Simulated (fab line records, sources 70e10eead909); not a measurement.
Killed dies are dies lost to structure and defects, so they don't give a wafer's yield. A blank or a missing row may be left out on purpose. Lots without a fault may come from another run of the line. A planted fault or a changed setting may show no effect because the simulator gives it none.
Chamber matching | flow nand_harc | NHARC_A_STAIRCASE_DESCUM_219 on rie_diel-07: 4 sister chambers
The step chemistry O2, time 3 s. 4 wafers are shown with their chamber, then 10 later ones without.

WAFERS WITH THEIR CHAMBER
wafer  | chamber | showerhead_plenum_p_Torr (Torr)
L084.5 | 2       | 1.90
L087.4 | 3       | 1.94
L090.1 | 1       | 1.87
L090.2 | 0       | 1.98

WAFERS WITHOUT THEIR CHAMBER
wafer  | showerhead_plenum_p_Torr (Torr)
L090.6 | 1.94
L092.4 | 1.86
L092.5 | 1.94
L092.6 | 1.98
L096.2 | 1.88
L096.5 | 1.88
L096.6 | 1.86
L097.1 | 1.88
L097.2 | 1.97
L097.5 | 1.93

WHICH CHAMBER EACH WENT THROUGH
wafer  | from the rows above     | in truth
L090.6 | 3                       | 3
L092.4 | 1                       | 1
L092.5 | 3                       | 3
L092.6 | 0                       | 0
L096.2 | can't be placed: 1 or 2 | 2
L096.5 | can't be placed: 1 or 2 | 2
L096.6 | 1                       | 1
L097.1 | can't be placed: 1 or 2 | 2
L097.2 | 0                       | 0
L097.5 | 3                       | 3
Placed correctly: 7 of 10. Can't be placed from these rows: 3 (the true chamber is among the candidates in 3). Placed wrongly: 0.
How it was worked out, from the rows above alone: a wafer's distance from a chamber is the root of the sum, over the readings, of the square of ((its reading less the chamber's mean) divided by the reading's scatter). The wafer belongs to the nearest chamber; if the next one is less than 2 further off, it can't be placed. A chamber's mean is the mean of its shown wafers. The scatter: with one shown wafer a chamber, the root of the mean of the squares of how far each hidden wafer lies from its nearest shown one.
